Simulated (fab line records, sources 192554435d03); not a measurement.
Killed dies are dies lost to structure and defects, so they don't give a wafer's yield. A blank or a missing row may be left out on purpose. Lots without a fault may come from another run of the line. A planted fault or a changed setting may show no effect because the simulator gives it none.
Chamber matching | flow n5_finfet | N5_BEOL_M12_CMP_49 on cmp-02: 4 sister chambers
The step polishes, stops on SiOC, t overpolish 20.6 s, target thk 320 nm. 4 wafers are shown with their chamber, then 8 later ones without.

WAFERS WITH THEIR CHAMBER
wafer  | chamber | motor_current_A (A)
L086.3 | 1       | 6.6
L089.2 | 3       | 5.5
L089.3 | 2       | 5.8
L083.3 | 0       | 5.4

WAFERS WITHOUT THEIR CHAMBER
wafer  | motor_current_A (A)
L083.4 | 5.6
L083.5 | 5.4
L097.1 | 5.7
L097.2 | 5.6
L097.5 | 5.5
L096.2 | 5.7
L096.3 | 5.3
L096.6 | 5.8

WHICH CHAMBER EACH WENT THROUGH
wafer  | from the rows above          | in truth
L083.4 | can't be placed: 3 or 0 or 2 | 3
L083.5 | can't be placed: 0 or 3      | 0
L097.1 | can't be placed: 2 or 3      | 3
L097.2 | can't be placed: 3 or 0 or 2 | 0
L097.5 | can't be placed: 3 or 0      | 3
L096.2 | can't be placed: 2 or 3      | 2
L096.3 | can't be placed: 0 or 3      | 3
L096.6 | 2                            | 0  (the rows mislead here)
Placed correctly: 0 of 8. Can't be placed from these rows: 7 (the true chamber is among the candidates in 7). Placed wrongly: 1.
How it was worked out, from the rows above alone: a wafer's distance from a chamber is the root of the sum, over the readings, of the square of ((its reading less the chamber's mean) divided by the reading's scatter). The wafer belongs to the nearest chamber; if the next one is less than 2 further off, it can't be placed. A chamber's mean is the mean of its shown wafers. The scatter: with one shown wafer a chamber, the root of the mean of the squares of how far each hidden wafer lies from its nearest shown one.
